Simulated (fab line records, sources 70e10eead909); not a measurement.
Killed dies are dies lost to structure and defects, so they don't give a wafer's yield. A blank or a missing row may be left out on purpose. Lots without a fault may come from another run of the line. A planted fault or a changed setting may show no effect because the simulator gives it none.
fab line records | flow nand_harc | part 1 of 2: steps 1 to 25 of 35
record lots=5 wafers=15 last_day=31
route steps=1302 shown P_GATE@154
lots that met no fault: from a run of the same line without faults
start_h: hours from the record's first day to the start of the lot's first wafer shown | wait_h: hours since the lot's step before | " the same as in the row above | L1.1+2: a row that stands for several wafers | - no value, or no start given | * or withheld: withheld | < > ~ a bound
route shown NAME@n: a module of which the file shows steps, and the number in the route of the first | usual: mean/standard deviation of fault-free wafers | same: alike in all rows | chamber/n: place in a boat | sites: the reading at each site | _std_site: their standard deviation | _edge_site: outer sites' mean less inner sites' | radius_mm: how far each site lies from the wafer's centre | mask NAME#n: copy n | behind: the tool/chamber that last shaped the wafer | hold: why the lot was held/for how many hours/how that ended | device: the transistor (n, p or np) that didn't switch | end of line: the same wafers' tests at the end of the route | a step without rows: its recipe alone | killed: dies lost to structure and defects at the first sort, not the wafer's yield | map: a wafer's dies, x killed, . not, _ none there
set.NAME: the setting as run; set.NAME@STEP: as run at that earlier step | model.NAME: the simulator's own value behind a step, which no gauge read
lots at some steps of the route; a table a step, a row a wafer
services: from which hour (start_h, from the record's first day; less than 0 if before it) a tool's chamber was out of use, for how many hours, and why
## steps
# step NHARC_P_GATE_SRD_74
# columns lot.wafer tool chamber start_h wait_h
L080.2+4+1 wet_bench-09 0,2,4 - -
L085.1+6+2 wet_bench-09 6,1,2 - -
L088.3+6+1 wet_bench-01 4,6,7 - -
L090.4+5+6 wet_bench-02 3,4,7 - -
L091.6+1+5 wet_bench-02 5,1,2 - -
# step NHARC_P_GATE_ALD_36
# recipe target_thk_a=200 pulse_time_s=60 ald_cycles=223 temp_c=400 material=SiNx
# usual heater_power_w=795/54 precursor_pulse_height_rel=0.999/0.02
# same ald_cycles=223
# columns lot.wafer tool chamber start_h wait_h heater_power_w precursor_pulse_height_rel
L080.4 ald_sin-01 2 162.61 - 768 0.976
L080.2 " 3 163.66 - 796 0.996
L080.1 " 0 164.70 - 762 0.980
L085.1 ald_sin-04 1 206.60 - 810 1.016
L085.2 " 3 208.71 - 730 0.995
L085.6 " 0 209.76 - 845 1.008
L088.3 ald_sin-03 0 244.43 - 762 0.999
L088.1 " 3 247.63 - 871 0.998
L088.6 " 1 249.76 - 825 1.024
L090.4 ald_sin-01 2 262.47 - 732 1.037
L090.5 " 1 265.65 - 867 0.992
L090.6 " 2 266.71 - 731 0.996
L091.1 ald_sin-03 1 270.15 - 840 0.965
L091.6 " 0 273.30 - 759 1.035
L091.5 " 1 274.35 - 838 1.017
# step NHARC_P_GATE_ETCHBACK_37
# recipe target_depth_a=345 time_s=17.2 chf3_flow_sccm=50 o2_flow_sccm=10 ar_flow_sccm=200 rf_w=500 bias_w=200 chemistry=CHF3/O2
# usual drypump_motor_current_A=5.6/0.51 o2_flow_sccm=10.00/0.031 oes_product_au=0.95/0.032 rf_vpp_V=371.3/1.9 showerhead_plenum_p_Torr=2.43/0.081 throttle_valve_pct=20.572/0.0086
# columns lot.wafer tool chamber start_h wait_h drypump_motor_current_A o2_flow_sccm oes_product_au rf_hours_counter_h rf_vpp_V showerhead_plenum_p_Torr throttle_valve_pct
L080.4 rie_diel-04 1 - - 5.6 9.97 0.92 8.5 371.9 2.42 20.573
L080.1 " 2 " " 5.0 9.98 0.92 9.6 372.2 2.50 20.566
L080.2 " 0 " " 4.9 9.97 1.01 7.2 369.9 2.35 20.573
L085.1 rie_diel-13 1 - - 6.6 10.01 0.99 2.5 372.8 2.49 20.570
L085.2 " 3 " " 5.9 10.04 1.00 1.6 369.7 2.39 20.585
L085.6 " 1 " " 6.6 9.98 1.00 - 372.3 2.49 20.561
L088.3 rie_diel-04 3 - - 5.9 10.02 0.93 3.9 374.5 2.52 20.567
L088.1 " 0 " " 4.9 10.01 0.92 4.1 369.9 2.35 20.573
L088.6 " 3 " " 5.9 10.01 0.93 - 375.0 2.52 20.583
L090.4 rie_diel-04 3 - - 5.9 9.98 0.93 4.5 374.3 2.52 20.561
L090.5 " 2 " " 5.0 10.01 0.94 - 372.9 2.49 20.561
L090.6 " 3 " " 5.9 10.01 0.93 - 372.9 2.52 20.579
L091.1 rie_diel-13 3 - - 5.9 9.96 0.94 4.6 370.8 2.39 20.564
L091.6 " 2 " " 5.5 9.97 0.95 - 368.0 2.30 20.571
L091.5 " 3 " " 5.9 9.96 0.95 - 371.4 2.39 20.564
# step NHARC_P_GATE_STRIP_101
# recipe time_s=20 o2_flow_sccm=500 ar_flow_sccm=0 bias_w=0 chemistry=O2
# usual drypump_motor_current_A=5.6/0.5 o2_flow_sccm=499.9/1.7 oes_product_au=1.000/0.0076 rf_vpp_V=57.8/0.88 showerhead_plenum_p_Torr=3.57/0.11 throttle_valve_pct=17.037/0.0089
# columns lot.wafer tool chamber start_h wait_h drypump_motor_current_A o2_flow_sccm oes_product_au rf_hours_counter_h rf_vpp_V showerhead_plenum_p_Torr throttle_valve_pct
L080.2 rie_diel-04 1 171.10 0.1 5.5 497.4 1.008 8.5 57.5 3.56 17.032
L080.4 " 2 " " 5.0 500.0 0.997 9.7 57.5 3.66 17.029
L080.1 " 0 " " 4.9 496.6 1.004 7.2 58.5 3.46 17.048
L085.2 rie_diel-13 0 215.13 0.1 5.6 498.4 0.989 1.8 57.0 3.43 17.043
L085.1 " 2 " " 5.5 501.1 1.006 2.2 57.5 3.39 17.046
L085.6 " 3 " " 5.9 497.0 0.991 - 58.8 3.51 17.043
L088.1 rie_diel-04 0 254.12 0.1 4.9 498.6 1.003 4.1 58.8 3.45 17.048
L088.3 " 1 " " 5.5 497.9 1.002 4.4 59.0 3.56 17.023
L088.6 " 0 " " 4.9 498.6 1.002 - 58.0 3.45 17.047
L090.4 rie_diel-04 2 271.03 0.1 5.0 499.3 1.002 4.6 57.6 3.66 17.016
L090.6 " 2 " " 5.0 500.0 0.993 - 57.1 3.66 17.042
L090.5 " 3 " " 5.9 499.7 0.991 - 58.5 3.70 17.031
L091.1 rie_diel-13 3 278.68 0.1 5.9 499.3 0.984 4.6 56.9 3.51 17.038
L091.6 " 0 " " 5.6 499.6 0.992 - 58.5 3.43 17.052
L091.5 " 1 " " 6.6 499.8 0.988 - 59.3 3.66 17.039
# step NHARC_P_GATE_PRECLEAN_97
# recipe time_s=600 temp_c=120 chemistry=SPM
# usual bath_guard_temp_C=120.0/0.49
# columns lot.wafer tool chamber start_h wait_h bath_guard_temp_C
L080.2 wet_bench-09 2 171.20 - 120.3
L080.4 " 3 " " 119.7
L080.1 " 7 " " 119.6
L085.6 wet_bench-09 5 215.23 - 120.8
L085.2 " 7 " " 120.1
L085.1 " 0 " " 119.8
L088.1 wet_bench-01 2 254.23 - 119.3
L088.3 " 4 " " 119.3
L088.6 " 5 " " 120.3
L090.4 wet_bench-02 4 271.13 - 120.0
L090.5 " 7 " " 119.7
L090.6 " 1 " " 119.3
L091.1 wet_bench-02 6 278.76 - 119.5
L091.5 " 7 " " 120.2
L091.6 " 3 " " 120.0
# step NHARC_P_GATE_SRD_98
# columns lot.wafer tool chamber start_h wait_h
L080.2+4+1 wet_bench-09 2,3,7 - -
L085.6+2+1 wet_bench-09 5,7,0 - -
L088.1+3+6 wet_bench-01 2,4,5 - -
L090.4+5+6 wet_bench-02 4,7,1 - -
L091.1+5+6 wet_bench-02 6,7,3 - -
# step NHARC_P_GATE_PRECLEAN_99
# recipe time_s=* temp_c=50 bath_age_min=0 chemistry=SC1
# usual bath_guard_temp_C=50.0/0.5 h2o2_flow_mL_min=56.61/0.19
# columns lot.wafer tool chamber start_h wait_h bath_guard_temp_C h2o2_flow_mL_min
L080.2 wet_bench-09 2 - - 50.2 56.54
L080.4 " 3 " " 49.5 56.58
L080.1 " 7 " " 49.4 56.54
L085.6 wet_bench-09 5 - - 50.7 56.59
L085.2 " 7 " " 49.7 56.49
L085.1 " 0 " " 49.9 56.29
L088.1 wet_bench-01 2 - - 49.1 56.62
L088.3 " 4 " " 49.6 56.79
L088.6 " 5 " " 50.0 56.79
L090.4 wet_bench-02 4 - - 50.1 56.56
L090.5 " 7 " " 49.8 56.71
L090.6 " 1 " " 49.3 56.31
L091.1 wet_bench-02 6 - - 49.8 56.54
L091.5 " 7 " " 50.4 56.87
L091.6 " 3 " " 50.2 56.59
# step NHARC_P_GATE_SRD_100
# columns lot.wafer tool chamber start_h wait_h
L080.2+4+1 wet_bench-09 2,3,7 - -
L085.6+2+1 wet_bench-09 5,7,0 - -
L088.1+3+6 wet_bench-01 2,4,5 - -
L090.4+5+6 wet_bench-02 4,7,1 - -
L091.1+5+6 wet_bench-02 6,7,3 - -
# step NHARC_P_GATE_DEHYDRATE_38
# recipe temp_c=150 time_s=120
# usual resist_line_temp_C=23.00/0.11
# columns lot.wafer tool chamber start_h wait_h resist_line_temp_C
L080.1 litho_track-07 0 171.60 - 22.92
L080.2 " 0 " " 23.05
L080.4 " 0 " " 23.01
L085.1 litho_track-02 0 215.62 - 22.99
L085.2 " 0 " " 23.05
L085.6 " 0 " " 23.02
L088.1 litho_track-03 0 254.62 - 22.88
L088.3 " 0 " " 23.02
L088.6 " 0 " " 23.12
L090.4 litho_track-07 0 271.53 - 22.91
L090.5 " 0 " " 23.00
L090.6 " 0 " " 22.88
L091.1 litho_track-02 0 279.17 - 22.99
L091.5 " 0 " " 22.87
L091.6 " 0 " " 22.84
# step NHARC_P_GATE_HMDS_39
# recipe time_s=30
# usual resist_line_temp_C=22.97/0.1
# columns lot.wafer tool chamber start_h wait_h resist_line_temp_C
L080.1 litho_track-07 0 - - 23.02
L080.2 " 0 " " 22.98
L080.4 " 0 " " 23.00
L085.1 litho_track-02 0 - - 23.05
L085.2 " 0 " " 22.97
L085.6 " 0 " " 22.93
L088.1 litho_track-03 0 - - 23.03
L088.3 " 0 " " 23.20
L088.6 " 0 " " 23.11
L090.4 litho_track-07 0 - - 23.14
L090.5 " 0 " " 23.07
L090.6 " 0 " " 23.09
L091.1 litho_track-02 0 - - 23.03
L091.5 " 0 " " 22.97
L091.6 " 0 " " 23.11
# step NHARC_P_GATE_COAT_40
# recipe spin_rpm=3000
# usual resist_line_temp_C=22.99/0.13
# columns lot.wafer tool chamber start_h wait_h resist_line_temp_C
L080.1 litho_track-07 0 - - 22.79
L080.2 " 0 " " 23.13
L080.4 " 0 " " 22.80
L085.1 litho_track-02 0 - - 23.03
L085.2 " 0 " " 23.02
L085.6 " 0 " " 22.76
L088.1 litho_track-03 0 - - 23.16
L088.3 " 0 " " 23.15
L088.6 " 0 " " 22.92
L090.4 litho_track-07 0 - - 23.04
L090.5 " 0 " " 23.11
L090.6 " 0 " " 23.11
L091.1 litho_track-02 0 - - 22.87
L091.5 " 0 " " 23.00
L091.6 " 0 " " 22.87
# step NHARC_P_GATE_SOFTBAKE_41
# recipe temp_c=122 time_s=95
# usual resist_line_temp_C=23.02/0.1
# columns lot.wafer tool chamber start_h wait_h resist_line_temp_C
L080.1 litho_track-07 0 - - 22.99
L080.2 " 0 " " 23.01
L080.4 " 0 " " 22.88
L085.1 litho_track-02 0 - - 23.03
L085.2 " 0 " " 23.01
L085.6 " 0 " " 23.12
L088.1 litho_track-03 0 - - 22.99
L088.3 " 0 " " 23.00
L088.6 " 0 " " 22.97
L090.4 litho_track-07 0 - - 23.22
L090.5 " 0 " " 23.20
L090.6 " 0 " " 23.30
L091.1 litho_track-02 0 - - 23.23
L091.5 " 0 " " 22.88
L091.6 " 0 " " 22.88
# step NHARC_P_GATE_EBR_42
# usual resist_line_temp_C=22.98/0.1
# columns lot.wafer tool chamber start_h wait_h resist_line_temp_C
L080.1 litho_track-07 0 - - 23.03
L080.2 " 0 " " 23.12
L080.4 " 0 " " 23.04
L085.1 litho_track-02 0 - - 23.01
L085.2 " 0 " " 23.02
L085.6 " 0 " " 23.03
L088.1 litho_track-03 0 - - 22.71
L088.3 " 0 " " 22.99
L088.6 " 0 " " 22.82
L090.4 litho_track-07 0 - - 23.01
L090.5 " 0 " " 23.03
L090.6 " 0 " " 22.95
L091.1 litho_track-02 0 - - 22.87
L091.5 " 0 " " 22.79
L091.6 " 0 " " 23.03
# step NHARC_P_GATE_EXPOSE_43
# recipe na=0.6 target_cd_nm=720 dose_mj=14.81 mask_id=P_NSD
# columns lot.wafer tool chamber start_h wait_h mask
L080.1+2+4 krf_scanner-04 0 171.87 - P_NSD#0
L085.1+2+6 krf_scanner-04 0 215.77 - P_NSD#0
L088.1+3+6 krf_scanner-04 0 254.88 - P_NSD#0
L090.4+5+6 krf_scanner-03 0 271.82 - P_NSD#0
L091.1+5+6 krf_scanner-02 0 279.43 - P_NSD#0
# step NHARC_P_GATE_PEB_44
# recipe peb_temp_c=118 peb_time_s=85
# usual resist_line_temp_C=22.98/0.095
# columns lot.wafer tool chamber start_h wait_h resist_line_temp_C
L080.1 litho_track-03 0 171.94 0.1 23.05
L080.2 " 0 " " 22.86
L080.4 " 0 " " 22.93
L085.1 litho_track-07 0 215.84 0.1 22.97
L085.2 " 0 " " 22.99
L085.6 " 0 " " 22.97
L088.1 litho_track-02 0 254.95 0.1 22.96
L088.3 " 0 " " 23.01
L088.6 " 0 " " 22.86
L090.4 litho_track-02 0 271.87 0.0 22.93
L090.5 " 0 " " 22.94
L090.6 " 0 " " 22.97
L091.1 litho_track-07 0 279.50 0.1 22.97
L091.5 " 0 " " 22.90
L091.6 " 0 " " 23.03
# step NHARC_P_GATE_DEVELOP_45
# recipe time_s=70
# usual resist_line_temp_C=22.99/0.1
# columns lot.wafer tool chamber start_h wait_h resist_line_temp_C
L080.1 litho_track-03 0 - - 23.09
L080.2 " 0 " " 22.88
L080.4 " 0 " " 22.83
L085.1 litho_track-07 0 - - 22.77
L085.2 " 0 " " 22.78
L085.6 " 0 " " 22.97
L088.1 litho_track-02 0 - - 22.96
L088.3 " 0 " " 22.90
L088.6 " 0 " " 23.12
L090.4 litho_track-02 0 - - 22.93
L090.5 " 0 " " 22.90
L090.6 " 0 " " 22.89
L091.1 litho_track-07 0 - - 23.13
L091.5 " 0 " " 23.01
L091.6 " 0 " " 23.02
# step NHARC_P_GATE_CD_MEAS_46
# recipe target_cd_nm=720 landing_energy_ev=500
# usual cd_nm=719.9/1.3
# columns lot.wafer tool chamber start_h wait_h cd_nm
L080.1 cd_sem-02 0 172.03 - 717.8
L080.2 " 0 " " 719.4
L080.4 " 0 " " 717.6
L085.1 cd_sem-01 0 215.93 - 720.2
L085.2 " 0 " " 720.0
L085.6 " 0 " " 721.0
L088.1 cd_sem-02 0 255.04 - 717.6
L088.3 " 0 " " 718.7
L088.6 " 0 " " 719.2
L090.4 cd_sem-01 0 271.96 - 721.8
L090.5 " 0 " " 721.9
L090.6 " 0 " " 722.3
L091.1 cd_sem-01 0 279.60 - 720.9
L091.5 " 0 " " 720.1
L091.6 " 0 " " 723.3
# step NHARC_P_GATE_HARDBAKE_47
# recipe temp_c=125 time_s=80
# usual resist_line_temp_C=23.00/0.1
# columns lot.wafer tool chamber start_h wait_h resist_line_temp_C
L080.1 litho_track-07 0 172.11 - 23.05
L080.2 " 0 " " 23.11
L080.4 " 0 " " 23.13
L085.1 litho_track-03 0 216.01 - 23.23
L085.2 " 0 " " 23.11
L085.6 " 0 " " 23.02
L088.1 litho_track-03 0 255.12 - 23.08
L088.3 " 0 " " 23.14
L088.6 " 0 " " 23.17
L090.4 litho_track-02 0 272.04 - 23.17
L090.5 " 0 " " 22.90
L090.6 " 0 " " 23.07
L091.1 litho_track-02 0 279.68 - 23.00
L091.5 " 0 " " 23.05
L091.6 " 0 " " 23.03
# step NHARC_P_GATE_DESCUM_48
# recipe time_s=3 o2_flow_sccm=200 ar_flow_sccm=0 bias_power_w=0 chemistry=O2
# usual drypump_motor_current_A=5.8/0.52 o2_flow_sccm=200.0/0.54 oes_product_au=0.999/0.0081 rf_vpp_V=57.8/0.99 showerhead_plenum_p_Torr=1.94/0.072 throttle_valve_pct=11.310/0.0084
# columns lot.wafer tool chamber start_h wait_h drypump_motor_current_A o2_flow_sccm oes_product_au rf_hours_counter_h rf_vpp_V showerhead_plenum_p_Torr throttle_valve_pct
L080.1 rie_diel-02 3 172.19 - 6.3 200.3 0.984 4.1 57.6 2.06 11.308
L080.4 " 1 " " 5.1 198.9 0.984 6.7 58.8 2.03 11.308
L080.2 " 2 " " 6.4 200.2 0.986 5.8 57.5 1.97 11.306
L085.1 rie_diel-02 2 216.10 - 6.4 199.5 0.988 8.7 58.6 1.97 11.316
L085.2 " 3 " " 6.3 200.8 0.995 7.1 57.9 2.06 11.314
L085.6 " 3 " " 6.2 199.7 0.989 - 58.8 2.06 11.312
L088.3 rie_diel-13 2 255.20 - 5.5 200.3 1.012 4.6 57.1 1.83 11.317
L088.1 " 0 " " 5.5 199.5 1.016 3.2 57.1 1.86 11.308
L088.6 " 3 " " 5.9 199.8 0.996 - 57.4 1.90 11.305
L090.4 rie_diel-13 1 272.13 - 6.6 201.5 0.986 5.1 55.7 1.99 11.309
L090.6 " 0 " " 5.6 200.2 0.995 - 59.1 1.85 11.329
L090.5 " 1 " " 6.6 200.5 0.985 - 59.4 1.99 11.312
L091.1 rie_diel-04 0 279.78 - 4.9 199.8 1.002 5.5 58.1 1.87 11.315
L091.5 " 2 " " 5.0 200.1 1.009 - 59.4 1.99 11.313
L091.6 " 3 " " 5.9 199.4 0.995 - 56.7 2.01 11.307
# step NHARC_P_GATE_IMPLANT_49
# recipe energy_kev=30 dose_cm2=3e+15 tilt_deg=7
# columns lot.wafer tool chamber start_h wait_h
L080.1+2+4 implanter-01 0 172.34 0.1
L085.1+2+6 implanter-01 0 216.26 0.1
L088.1+3+6 implanter-01 0 255.35 0.1
L090.4+5+6 implanter-02 0 272.35 0.2
L091.1+5+6 implanter-02 0 279.90 0.1
# step NHARC_P_GATE_STRIP_111
# recipe power_w=1500 temp_c=110 time_s=250 chemistry=N2/H2
# usual drypump_motor_current_A=5.9/0.41 heater_power_w=83/6.6
# columns lot.wafer tool chamber start_h wait_h drypump_motor_current_A heater_power_w rf_hours_counter_h
L080.1 plasma_asher-02 1 172.77 0.4 6.4 85 19
L080.2 " 0 " " 6.4 90 19
L080.4 " 0 " " 6.4 91 -
L085.1 plasma_asher-01 0 216.48 0.2 5.7 89 9
L085.2 " 1 " " 5.5 73 9
L085.6 " 1 " " 5.5 75 -
L088.1 plasma_asher-01 1 256.16 0.8 5.5 72 18
L088.3 " 0 " " 5.7 86 -
L088.6 " 1 " " 5.5 72 -
L090.4 plasma_asher-01 1 272.58 0.2 5.5 75 -
L090.5 " 1 " " 5.5 73 -
L090.6 " 0 " " 5.7 86 -
L091.1 plasma_asher-02 1 280.12 0.2 6.4 88 5
L091.5 " 1 " " 6.3 86 -
L091.6 " 0 " " 6.4 85 -
# step NHARC_P_GATE_STRIP_75
# recipe power_w=1500 temp_c=250 chemistry=O2
# usual drypump_motor_current_A=5.9/0.41 heater_power_w=311/25
# columns lot.wafer tool chamber start_h wait_h drypump_motor_current_A heater_power_w rf_hours_counter_h
L080.1 plasma_asher-02 1 173.07 0.3 6.4 323 19
L080.2 " 0 " " 6.4 351 19
L080.4 " 0 " " 6.4 348 -
L085.1 plasma_asher-01 0 216.79 0.3 5.7 328 9
L085.2 " 1 " " 5.5 279 9
L085.6 " 1 " " 5.5 271 -
L088.1 plasma_asher-01 1 256.42 0.2 5.5 272 18
L088.3 " 0 " " 5.7 321 -
L088.6 " 1 " " 5.5 279 -
L090.4 plasma_asher-01 1 272.81 0.2 5.5 279 -
L090.5 " 1 " " 5.5 274 -
L090.6 " 0 " " 5.7 325 -
L091.1 plasma_asher-02 1 280.43 0.3 6.4 328 5
L091.5 " 1 " " 6.4 325 -
L091.6 " 0 " " 6.4 320 -
# step NHARC_P_GATE_STRIP_50
# recipe time_s=900 temp_c=130 chemistry=SPM
# usual bath_guard_temp_C=130.0/0.54
# columns lot.wafer tool chamber start_h wait_h bath_guard_temp_C
L080.1 wet_bench-02 7 173.24 0.2 130.0
L080.4 " 1 " " 129.3
L080.2 " 2 " " 130.4
L085.6 wet_bench-02 3 216.93 0.1 130.0
L085.1 " 5 " " 130.9
L085.2 " 6 " " 129.9
L088.1 wet_bench-01 5 256.57 0.1 129.9
L088.6 " 7 " " 130.5
L088.3 " 1 " " 130.5
L090.6 wet_bench-02 4 272.94 0.1 130.1
L090.5 " 5 " " 131.0
L090.4 " 7 " " 129.7
L091.1 wet_bench-02 5 280.59 0.2 130.7
L091.5 " 7 " " 129.9
L091.6 " 0 " " 130.2
# step NHARC_P_GATE_DEHYDRATE_51
# recipe temp_c=150 time_s=120
# usual resist_line_temp_C=22.99/0.1
# columns lot.wafer tool chamber start_h wait_h resist_line_temp_C
L080.1 litho_track-03 0 173.57 - 23.03
L080.2 " 0 " " 22.93
L080.4 " 0 " " 23.03
L085.1 litho_track-02 0 217.28 - 23.07
L085.2 " 0 " " 23.15
L085.6 " 0 " " 23.04
L088.1 litho_track-02 0 256.91 - 23.07
L088.3 " 0 " " 22.92
L088.6 " 0 " " 22.99
L090.4 litho_track-07 0 273.29 - 23.02
L090.5 " 0 " " 22.95
L090.6 " 0 " " 22.90
L091.1 litho_track-02 0 280.92 - 22.96
L091.5 " 0 " " 22.82
L091.6 " 0 " " 23.02
# step NHARC_P_GATE_HMDS_52
# recipe time_s=30
# usual resist_line_temp_C=23.01/0.097
# columns lot.wafer tool chamber start_h wait_h resist_line_temp_C
L080.1 litho_track-03 0 - - 23.10
L080.2 " 0 " " 22.83
L080.4 " 0 " " 22.99
L085.1 litho_track-02 0 - - 22.93
L085.2 " 0 " " 22.97
L085.6 " 0 " " 22.91
L088.1 litho_track-02 0 - - 22.99
L088.3 " 0 " " 22.95
L088.6 " 0 " " 22.99
L090.4 litho_track-07 0 - - 23.00
L090.5 " 0 " " 23.11
L090.6 " 0 " " 22.99
L091.1 litho_track-02 0 - - 23.03
L091.5 " 0 " " 22.95
L091.6 " 0 " " 23.05
